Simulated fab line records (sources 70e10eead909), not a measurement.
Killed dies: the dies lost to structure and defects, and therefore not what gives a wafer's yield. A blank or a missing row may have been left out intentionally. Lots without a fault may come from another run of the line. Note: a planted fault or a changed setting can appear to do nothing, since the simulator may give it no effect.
fab line records | flow nandHarc
record: lots: 6 | wafers: 18 | lastDay: 31
route steps=1302 shown A_CONTACT@1024
lots that met no fault: taken from a fault-free run of the same line
startH: start of the lot's first displayed wafer, in hours after the record's first day | waitH: hours from the lot's prior step to this one | " repeats the value in the row above | L1.1+2: a row that stands for several wafers | - no value, or no start was given | * or withheld: withheld | < > ~ a bound
route shown NAME@n: names a module that has steps shown in the file, with the first one's number in the route | usual: mean/standard deviation taken from wafers without a fault | same: alike in all rows | chamber/n: place in a boat | sites: the reading at each site | _std_site: standard deviation across them | _edge_site: the outer-site mean with the inner-site mean subtracted | radiusMm: for every site, how far away it sits from the centre of the wafer | mask NAME#n: copy n | behind: the last tool/chamber to shape the wafer | hold: why the lot was held/for how many hours/how that ended | device: whichever transistor did not switch (one of n, p or np) | end of line: the tests these same wafers got at the end of their route | a step with no rows: only its recipe | killed: the dies lost at the first sort to structure and to defects; this is not the yield of the wafer | map: shows each die of a wafer: x if killed, . if not, _ if none is there
set.NAME: the setting the step ran with; set.NAME@STEP: the setting that earlier step ran with | model.NAME: the simulator's own value behind a step, which no gauge read
a table for each step, a row for each wafer; lots at some steps of the route
services: the hour from which a tool's chamber was out of use, counted from the record's first day as startH (under 0 if before that day), plus the number of hours and why
== steps ==
step: NHARC_A_CONTACT_ETCH_102
recipe: targetDepthA: 1000 | overetchA: 100 | timeS: 55 | ionEnergyEv: 100 | cf4FlowSccm: 80 | o2FlowSccm: 20 | arFlowSccm: 0 | rfW: 300 | biasW: 100 | chemistry: CF4/O2
usual: drypumpMotorCurrentA: 5.4/0.48 | mfcArSccm: 0.012/0.013 | oes_ar_750_au: 0.999/0.0049 | oesProductAu: 1.000/0.011 | rfVppV: 197.5/1.7 | showerheadPlenumPTorr: 1.32/0.074 | throttleValvePct: 13.398/0.009
lot.wafer | tool       | chamber | startH | waitH | drypumpMotorCurrentA | mfcArSccm | oes_ar_750_au | oesProductAu | rfHoursCounterH | rfVppV | showerheadPlenumPTorr | throttleValvePct
L142.4    | rieDiel-04 | 1       | 516.04 | 0.1   | 5.6                  | 0         | 0.998         | 1.001        | 48              | 196.0  | 1.29                  | 13.399
L142.6    | "          | 3       | "      | "     | 6.5                  | 0.006     | 0.998         | 0.985        | -               | 199.6  | 1.43                  | 13.401
L142.5    | "          | 0       | "      | "     | 5.5                  | 0.020     | 0.997         | 0.992        | -               | 196.7  | 1.30                  | 13.388
L145.4    | rieDiel-05 | 3       | 558.56 | 0.1   | 5.2                  | 0         | 1.001         | 0.998        | 55              | 198.6  | 1.36                  | 13.384
L145.3    | "          | 2       | "      | "     | 5.7                  | 0.034     | 1.002         | 1.009        | 52              | 197.2  | 1.23                  | 13.380
L145.6    | "          | 3       | "      | "     | 5.3                  | 0         | 1.000         | 0.993        | -               | 198.8  | 1.36                  | 13.385
L150.4    | rieDiel-09 | 2       | 596.37 | 0.1   | 4.6                  | 0         | 1.007         | 1.023        | 16              | 195.3  | 1.25                  | 13.400
L150.1    | "          | 0       | "      | "     | 5.2                  | 0         | 0.992         | 1.006        | 16              | 196.6  | 1.30                  | 13.393
L150.2    | "          | 1       | "      | "     | 6.0                  | 0.021     | 1.002         | 0.995        | 17              | 196.9  | 1.24                  | 13.404
L153.3    | rieDiel-05 | 0       | 638.41 | 0.0   | 6.0                  | 0         | 0.995         | 0.984        | 16              | 197.0  | 1.25                  | 13.405
L153.6    | "          | 0       | "      | "     | 6.0                  | 0         | 1.004         | 0.986        | -               | 195.3  | 1.25                  | 13.399
L153.5    | "          | 1       | "      | "     | 4.9                  | 0.032     | 0.999         | 0.993        | -               | 198.1  | 1.35                  | 13.397
L156.2    | rieDiel-09 | 0       | 667.16 | 0.1   | 5.2                  | 0         | 0.997         | 1.012        | 30              | 196.8  | 1.30                  | 13.405
L156.3    | "          | 2       | "      | "     | 4.7                  | 0         | 1.003         | 1.020        | 30              | 196.0  | 1.25                  | 13.381
L156.6    | "          | 0       | "      | "     | 5.2                  | 0         | 0.995         | 1.016        | -               | 197.3  | 1.30                  | 13.414
L159.3    | rieDiel-05 | 1       | 685.38 | 0.0   | 4.9                  | 0.032     | 0.999         | 0.992        | 34              | 196.6  | 1.35                  | 13.393
L159.1    | "          | 0       | "      | "     | 6.0                  | 0         | 0.996         | 0.994        | 30              | 196.4  | 1.25                  | 13.399
L159.6    | "          | 2       | "      | "     | 5.7                  | 0.034     | 1.005         | 1.011        | -               | 199.2  | 1.44                  | 13.392
step: NHARC_A_CONTACT_STRIP_55
recipe: o2FlowSccm: 500 | arFlowSccm: 0 | biasW: 0 | chemistry: O2
usual: drypumpMotorCurrentA: 5.5/0.47 | mfcArSccm: 0.012/0.013 | oesProductAu: 1.000/0.01 | rfVppV: 57.6/1 | showerheadPlenumPTorr: 3.49/0.18 | throttleValvePct: 17.036/0.0093
lot.wafer | tool       | chamber | startH | waitH | drypumpMotorCurrentA | mfcArSccm | oesProductAu | rfHoursCounterH | rfVppV | showerheadPlenumPTorr | throttleValvePct
L142.4    | rieDiel-04 | 0       | -      | -     | 5.5                  | 0.020     | 0.989        | 52              | 56.5   | 3.44                  | 17.058
L142.5    | "          | 0       | "      | "     | 5.4                  | 0.020     | 1.002        | -               | 57.0   | 3.44                  | 17.043
L142.6    | "          | 1       | "      | "     | 5.6                  | 0         | 1.007        | -               | 56.5   | 3.42                  | 17.045
L145.4    | rieDiel-05 | 0       | -      | -     | 6.0                  | 0         | 1.003        | 52              | 57.5   | 3.32                  | 17.050
L145.3    | "          | 1       | "      | "     | 5.0                  | 0.032     | 0.987        | 51              | 58.7   | 3.58                  | 17.034
L145.6    | "          | 3       | "      | "     | 5.3                  | 0         | 0.987        | -               | 58.5   | 3.58                  | 17.032
L150.1    | rieDiel-09 | 3       | -      | -     | 5.6                  | 0.022     | 0.999        | 16              | 59.2   | 3.80                  | 17.042
L150.4    | "          | 0       | "      | "     | 5.2                  | 0         | 1.010        | 16              | 58.2   | 3.44                  | 17.048
L150.2    | "          | 1       | "      | "     | 5.9                  | 0.021     | 1.000        | 17              | 57.3   | 3.29                  | 17.035
L153.3    | rieDiel-05 | 2       | -      | -     | 5.8                  | 0.034     | 1.014        | 16              | 59.5   | 3.80                  | 17.049
L153.5    | "          | 0       | "      | "     | 6.0                  | 0         | 0.980        | -               | 56.7   | 3.31                  | 17.034
L153.6    | "          | 1       | "      | "     | 5.0                  | 0.032     | 0.991        | -               | 57.4   | 3.56                  | 17.018
L156.2    | rieDiel-09 | 3       | -      | -     | 5.6                  | 0.022     | 0.992        | 25              | 58.5   | 3.79                  | 17.019
L156.3    | "          | 1       | "      | "     | 6.0                  | 0.021     | 0.998        | 31              | 57.9   | 3.28                  | 17.031
L156.6    | "          | 3       | "      | "     | 5.6                  | 0.022     | 0.981        | -               | 58.8   | 3.79                  | 17.057
L159.1    | rieDiel-05 | 3       | -      | -     | 5.3                  | 0         | 0.996        | 25              | 57.5   | 3.56                  | 17.048
L159.3    | "          | 1       | "      | "     | 4.9                  | 0.032     | 0.994        | 34              | 57.2   | 3.55                  | 17.027
L159.6    | "          | 0       | "      | "     | 6.0                  | 0         | 0.994        | -               | 57.4   | 3.30                  | 17.038
step: NHARC_A_CONTACT_STRIP_56
recipe: timeS: 600 | tempC: 30 | chemistry: postEtchResidueRemover
step: NHARC_A_CONTACT_DEP_57
recipe: targetThkA: 53000 | tempC: 400 | material: aC
usual: throttleValvePct: 35.000/0.0079
lot.wafer | tool      | chamber | startH | waitH | throttleValvePct
L142.4    | aclDep-01 | 0       | 520.08 | -     | 35.012
L142.5    | "         | 0       | "      | "     | 34.986
L142.6    | "         | 0       | "      | "     | 35.012
L145.3    | aclDep-02 | 0       | 564.41 | -     | 34.994
L145.4    | "         | 0       | "      | "     | 34.994
L145.6    | "         | 0       | 566.02 | -     | 35.001
L150.1    | aclDep-03 | 0       | 597.03 | -     | 35.004
L150.2    | "         | 0       | "      | "     | 35.008
L150.4    | "         | 0       | 598.64 | -     | 34.993
L153.3    | aclDep-02 | 0       | 642.57 | -     | 35.001
L153.5    | "         | 0       | 643.64 | -     | 35.003
L153.6    | "         | 0       | "      | "     | 35.010
L156.2    | aclDep-01 | 0       | 668.35 | -     | 35.001
L156.3    | "         | 0       | "      | "     | 34.998
L156.6    | "         | 0       | 670.50 | -     | 34.999
L159.1    | aclDep-03 | 0       | 686.54 | -     | 35.017
L159.3    | "         | 0       | 687.62 | -     | 35.004
L159.6    | "         | 0       | 689.24 | -     | 35.010
step: NHARC_A_CONTACT_DEP_58
recipe: targetThkA: 900 | targetThkNm: 90 | tempC: 400 | pressureTorr: 3.5 | flowSccm: 200 | rfW: 350 | material: SiON
usual: heaterPowerW: 737/120
lot.wafer | tool     | chamber | startH | waitH | heaterPowerW
L142.6    | pecvd-03 | 2       | 521.78 | 0.1   | 631
L142.5    | "        | 0       | "      | "     | 557
L142.4    | "        | 1       | "      | "     | 615
L145.3    | pecvd-03 | 2       | 566.58 | 1.6   | 586
L145.4    | "        | 0       | "      | "     | 655
L145.6    | "        | 1       | "      | "     | 613
L150.2    | pecvd-04 | 2       | 600.30 | 2.2   | 867
L150.1    | "        | 0       | "      | "     | 711
L150.4    | "        | 1       | "      | "     | 734
L153.3    | pecvd-03 | 2       | 644.73 | 1.6   | 551
L153.5    | "        | 2       | "      | "     | 582
L153.6    | "        | 0       | "      | "     | 637
L156.2    | pecvd-02 | 2       | 671.09 | 2.2   | 835
L156.3    | "        | 0       | "      | "     | 926
L156.6    | "        | 1       | "      | "     | 743
L159.3    | pecvd-03 | 0       | 689.84 | 1.7   | 637
L159.1    | "        | 1       | "      | "     | 654
L159.6    | "        | 2       | "      | "     | 563
step: NHARC_A_CONTACT_DEHYDRATE_59
recipe: tempC: 150 | timeS: 120
step: NHARC_A_CONTACT_HMDS_60
recipe: timeS: 30
step: NHARC_A_CONTACT_COAT_61
recipe: tempC: 260 | timeS: 75
step: NHARC_A_CONTACT_COAT_62
recipe: tempC: 225 | timeS: 65
step: NHARC_A_CONTACT_COAT_63
recipe: spinRpm: 1500 | resistThkNm: 90
step: NHARC_A_CONTACT_SOFTBAKE_64
recipe: tempC: 105 | timeS: 55
step: NHARC_A_CONTACT_EBR_65
step: NHARC_A_CONTACT_EXPOSE_66
recipe: na: 1.35 | sigmaOuter: 0.8 | doseMj: 59.02 | maskId: A_CC_2
usual: exposureDoseMJCm2: 59.02/0.06 | stageVelMmS: 499.94/0.25
same: sigmaOuter: 0.8
lot.wafer | tool           | chamber | startH | waitH | mask     | exposureDoseMJCm2 | stageVelMmS
L142.4    | arfiScanner-03 | 0       | 522.28 | -     | A_CC_2#0 | 59.08             | 500.37
L142.5    | "              | 0       | "      | "     | A_CC_2#0 | 59.05             | 500.21
L142.6    | "              | 0       | "      | "     | A_CC_2#0 | 59.04             | 499.97
L145.3    | arfiScanner-02 | 0       | 567.16 | -     | A_CC_2#0 | 59.05             | 499.83
L145.4    | "              | 0       | "      | "     | A_CC_2#0 | 58.99             | 499.55
L145.6    | "              | 0       | "      | "     | A_CC_2#0 | 59.08             | 499.92
L150.1    | arfiScanner-02 | 0       | 600.85 | -     | A_CC_2#0 | 79.20             | 500.30
L150.2    | "              | 0       | "      | "     | A_CC_2#0 | 79.12             | 500.34
L150.4    | "              | 0       | "      | "     | A_CC_2#0 | 79.07             | 500.08
L153.3    | arfiScanner-02 | 0       | 645.32 | -     | A_CC_2#0 | 75.07             | 500.01
L153.5    | "              | 0       | "      | "     | A_CC_2#0 | 75.14             | 500.08
L153.6    | "              | 0       | "      | "     | A_CC_2#0 | 75.11             | 500.16
L156.2    | arfiScanner-01 | 0       | 671.65 | -     | A_CC_2#0 | 59.10             | 500.22
L156.3    | "              | 0       | "      | "     | A_CC_2#0 | 58.99             | 500.56
L156.6    | "              | 0       | "      | "     | A_CC_2#0 | 58.93             | 500.70
L159.1    | arfiScanner-01 | 0       | 690.27 | -     | A_CC_2#0 | 59.10             | 499.27
L159.3    | "              | 0       | "      | "     | A_CC_2#0 | 59.04             | 499.58
L159.6    | "              | 0       | "      | "     | A_CC_2#0 | 59.05             | 499.58
step: NHARC_A_CONTACT_PEB_67
recipe: pebTempC: 100 | pebTimeS: 65
step: NHARC_A_CONTACT_DEVELOP_68
recipe: developTimeS: 35 | devTempC: 23
step: NHARC_A_CONTACT_CD_MEAS_69
recipe: targetCdNm: 300 | landingEnergyEv: 500
usual: cdNm: 300.0/0.7
lot.wafer | tool     | chamber | startH | waitH | cdNm
L142.4    | cdSem-01 | 0       | 522.42 | -     | 301.6
L142.5    | "        | 0       | "      | "     | 301.0
L142.6    | "        | 0       | "      | "     | 301.4
L145.3    | cdSem-01 | 0       | 567.31 | -     | 299.7
L145.4    | "        | 0       | "      | "     | 300.1
L145.6    | "        | 0       | "      | "     | 299.5
L150.1    | cdSem-03 | 0       | 600.99 | -     | 316.3
L150.2    | "        | 0       | "      | "     | 316.7
L150.4    | "        | 0       | "      | "     | 316.7
L153.3    | cdSem-03 | 0       | 645.46 | -     | 311.5
L153.5    | "        | 0       | "      | "     | 312.2
L153.6    | "        | 0       | "      | "     | 313.0
L156.2    | cdSem-01 | 0       | 671.78 | -     | 300.7
L156.3    | "        | 0       | "      | "     | 301.0
L156.6    | "        | 0       | "      | "     | 299.7
L159.1    | cdSem-01 | 0       | 690.41 | -     | 300.7
L159.3    | "        | 0       | "      | "     | 300.5
L159.6    | "        | 0       | "      | "     | 300.6
step: NHARC_A_CONTACT_OVL_MEAS_70
usual: overlayXNm: -0.1/0.72 | overlayYNm: 0.0/0.68
lot.wafer | tool       | chamber | startH | waitH | overlayXNm | overlayYNm
L142.4    | overlay-02 | -       | 522.50 | -     | -0.6       | -0.1
L142.5    | "          | -       | "      | "     | 0.1        | 0.3
L142.6    | "          | -       | "      | "     | -0.4       | 0.6
L145.3    | overlay-02 | -       | 567.39 | -     | -0.1       | -0.7
L145.4    | "          | -       | "      | "     | -0.2       | -1.0
L145.6    | "          | -       | "      | "     | 0.0        | -0.4
L150.1    | overlay-02 | -       | 601.08 | -     | 0.5        | -1.0
L150.2    | "          | -       | "      | "     | -0.4       | -1.1
L150.4    | "          | -       | "      | "     | 0.4        | -0.2
L153.3    | overlay-02 | -       | 645.54 | -     | -0.3       | 1.8
L153.5    | "          | -       | "      | "     | -0.5       | 1.9
L153.6    | "          | -       | "      | "     | -0.2       | 1.4
L156.2    | overlay-02 | -       | 671.87 | -     | -0.4       | -0.7
L156.3    | "          | -       | "      | "     | -0.5       | -1.0
L156.6    | "          | -       | "      | "     | -0.4       | -1.2
L159.1    | overlay-01 | -       | 690.49 | -     | -0.1       | -0.3
L159.3    | "          | -       | "      | "     | -0.3       | -0.8
L159.6    | "          | -       | "      | "     | 0.0        | -0.6
== services ==
tool           | chamber | startH | hours | kind
rieDiel-09     | -       | 497.10 | 9.0   | pm
arfiScanner-03 | -       | 513.17 | 0.9   | repair
pecvd-04       | 1       | 531.54 | 3.0   | repair
arfiScanner-03 | -       | 532.03 | 4.0   | repair
arfiScanner-01 | -       | 532.84 | 0.7   | repair
rieDiel-04     | -       | 533.38 | 9.0   | pm
rieDiel-05     | 0       | 541.14 | 4.4   | repair
pecvd-03       | -       | 547.56 | 13.0  | pm
aclDep-01      | -       | 551.57 | 13.0  | pm
arfiScanner-01 | -       | 557.55 | 2.1   | repair
rieDiel-05     | 0       | 571.25 | 7.7   | repair
rieDiel-05     | -       | 584.74 | 9.0   | pm
rieDiel-04     | 2       | 591.69 | 4.0   | repair
arfiScanner-01 | -       | 596.00 | 4.0   | pm
aclDep-02      | -       | 606.91 | 13.0  | pm
rieDiel-04     | 2       | 620.67 | 3.5   | repair
rieDiel-05     | 3       | 621.63 | 9.3   | repair
arfiScanner-02 | -       | 625.86 | 1.3   | repair
arfiScanner-01 | -       | 640.22 | 1.4   | repair
pecvd-03       | 0       | 648.50 | 4.9   | repair
rieDiel-04     | 1       | 656.79 | 14.2  | repair
arfiScanner-02 | -       | 658.95 | 4.0   | pm
aclDep-03      | -       | 667.83 | 13.0  | pm
rieDiel-09     | -       | 674.10 | 9.0   | pm
== key ==
firstSign: step: NHARC_A_CONTACT_EXPOSE_66 | reading: exposureDoseMJCm2 | direction: up | sigmas: 99+ | usual: 59.02 | struck: 77.12
effect: step: NHARC_A_CONTACT_CD_MEAS_69 | reading: cdNm | direction: up | sigmas: 21 | usual: 300.0 | struck: 314.4 | through: controlLoop
metAt NHARC_A_CONTACT_EXPOSE_66
struckWafers L150.1,L150.2,L150.4,L153.3,L153.5,L153.6
testerLeftOut L150,L153
loopTrim: step: NHARC_A_CONTACT_EXPOSE_66 | setting: dose | lots: L153
onsetBetween 567.16 600.85
fault: kind: processParameterDrift | tool: arfiScanner-02 | chamber: - | onsetH: 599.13 | steps: NHARC_A_CONTACT_EXPOSE_66 | channel: doseMj | offset: 20.117 | shape: step | actsIn: theseRecipesOnly | stated: 59.02
testerLeftOut: of these lots the tester's yield and bins aren't shown, on N5 and GAA mostly nor the transistor test; their killed dies are dies lost to structure and defects alone, not to doping, threshold or leakage, so they don't give the yield
loopTrim: a control loop set the setting to another value than it would have without faults
